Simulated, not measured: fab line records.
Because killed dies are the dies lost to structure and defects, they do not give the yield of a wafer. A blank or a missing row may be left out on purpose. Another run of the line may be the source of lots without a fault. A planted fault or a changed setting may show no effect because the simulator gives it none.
Problem report, 8D (eight disciplines) form, completed by code    flow nand-harc    the parts of the form that need people (team, actions taken, sign-off) are left out

## 1. THE ISSUE
A mean of 0.846 a.u. is read at NHARC_A_M1_ETCH_15 for oes-product-au, taken on 1 wafer of 1 lot, against 0.956 a.u. (standard deviation 0.022) on wafers free of any fault. That puts it -5.0 standard deviations away from the usual mean.
The step: etches the open film in C4F8/Ar, target depth 182.5 nm, time 91.2 s.
First observed at day 30 11:11: wafer L321.1, on rie-diel-01. The record holds 39 wafers of 13 lots with a number at this step. Rule for "out" (also "out of limits"): further than 4 standard deviations from the usual mean. Any other wafer with a number is counted as sound.

## 2. WHAT IT IS; WHAT IT IS NOT
question                     is                 is not
which readings at this step  oes-product-au     rf-vpp-V
which lots                   L321               L303, L304, L305, L307, L308, L309, L310, L311, L312, L313, L314, L324
which wafers of those lots   L321.1             L321.4, L321.5
read on which tools          rie-diel-01        rie-diel-05, rie-diel-10
when                         from day 30 11:11  up to then (35 sound wafers); but 3 sound wafers of L324 came after

## 3. THE SUSPECTS, EACH WITH WHAT RULES IT OUT
Counting: a tool at a process step up to the reading stays a suspect if it ran every lot that is out. Sound lots after the first of them don't rule it out here, since some wafers of a struck lot are sound.
- pvd-sputter-02 at NHARC_A_M0_PVD_21 (deposits Cu, target thk 30 nm, time 20.49 s): kept. L321, the lot that is out, went through it at day 30 09:32; up to then, the latest sound lot through it was L312 at day 26 16:29. With no start given for some of its lots, NHARC_A_M0_PVD_21 uses the hours and lot order of NHARC_A_M0_INSPECT_27.
- rie-diel-01 at NHARC_A_M1_ETCH_15 (etches the open film in C4F8/Ar, target depth 182.5 nm, time 91.2 s): kept. L321, the lot that is out, went through it at day 30 11:11; up to then, the latest sound lot through it was L312 at day 26 18:07. Its own oes-product-au readings are out on those wafers.
Remaining after the count are pvd-sputter-02 at NHARC_A_M0_PVD_21 and rie-diel-01 at NHARC_A_M1_ETCH_15.

## 4. THE CAUSE (what the simulator had put in)
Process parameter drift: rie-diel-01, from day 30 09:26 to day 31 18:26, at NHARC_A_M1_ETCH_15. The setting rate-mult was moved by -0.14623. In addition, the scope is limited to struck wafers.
2 suspects survive the count, and this tool is in that group.

## 5. THE CHAIN OF EFFECTS, in route order
One row per reading whose mean, taken over the struck wafers that have a number, lies over 3 standard deviations from the usual. Readings are gone through only where the record gives a usual standard deviation; hours: the median, over the lots, of the time from a lot's start at the first step in this table giving one to that lot's start at this step; sigmas: the change measured in usual standard deviations.
hours  step                reading         usual       on struck wafers  change  sigmas
0      NHARC_A_M1_ETCH_15  oes-product-au  0.956 a.u.  0.846             -0.110  -5.0
Process steps it contains:
- NHARC_A_M1_ETCH_15: etches the open film in C4F8/Ar, target depth 182.5 nm, time 91.2 s.

## 6. HOW IT WOULD HAVE BEEN CAUGHT EARLIER
First out-of-limits reading in this record: day 30 11:11, which is 2 hours after fault onset at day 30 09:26.
